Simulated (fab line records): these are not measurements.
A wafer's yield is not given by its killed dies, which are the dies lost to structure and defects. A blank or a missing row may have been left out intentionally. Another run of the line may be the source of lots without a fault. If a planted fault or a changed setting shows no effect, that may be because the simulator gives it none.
Chamber matching    flow nand_harc    rie_diel-08 running NHARC_A_CONTACT_DESCUM_47: 4 sister chambers
The step chemistry O2, time 3 s. 4 wafers are shown with their chamber, then 12 later ones without.

## WAFERS WITH THEIR CHAMBER
wafer   chamber  showerhead_plenum_p_Torr (Torr)
L083.3  1        1.85
L084.4  2        1.89
L084.5  3        1.81
L084.6  0        1.92

## WAFERS WITH NO CHAMBER GIVEN
wafer   showerhead_plenum_p_Torr (Torr)
L093.1  1.84
L093.4  1.89
L093.6  1.80
L095.1  1.80
L095.2  1.92
L095.4  1.89
L097.3  1.89
L097.5  1.84
L097.6  1.92
L096.1  1.80
L096.3  1.89
L096.4  1.91

## CHAMBER TAKEN BY EACH
wafer   from the rows above      in truth
L093.1  1                        1
L093.4  2                        2
L093.6  3                        3
L095.1  3                        3
L095.2  0                        0
L095.4  2                        2
L097.3  2                        2
L097.5  1                        1
L097.6  0                        0
L096.1  3                        3
L096.3  2                        2
L096.4  can't be placed: 0 or 2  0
11 of 12 placed correctly. Cannot be placed on the basis of these rows: 1; the candidates contain the true chamber in 1. Placed wrongly: 0.
How it was worked out, from the rows above alone: a wafer's distance from a chamber is the root of the sum, over the readings, of the square of ((its reading less the chamber's mean) divided by the reading's scatter). The wafer belongs to the nearest chamber; if the next one is less than 2 further off, it can't be placed. Each chamber's mean is taken over the wafers shown for it. The scatter (one wafer shown for each chamber): square how far every hidden wafer sits from the nearest shown wafer, average those squares and take the square root.
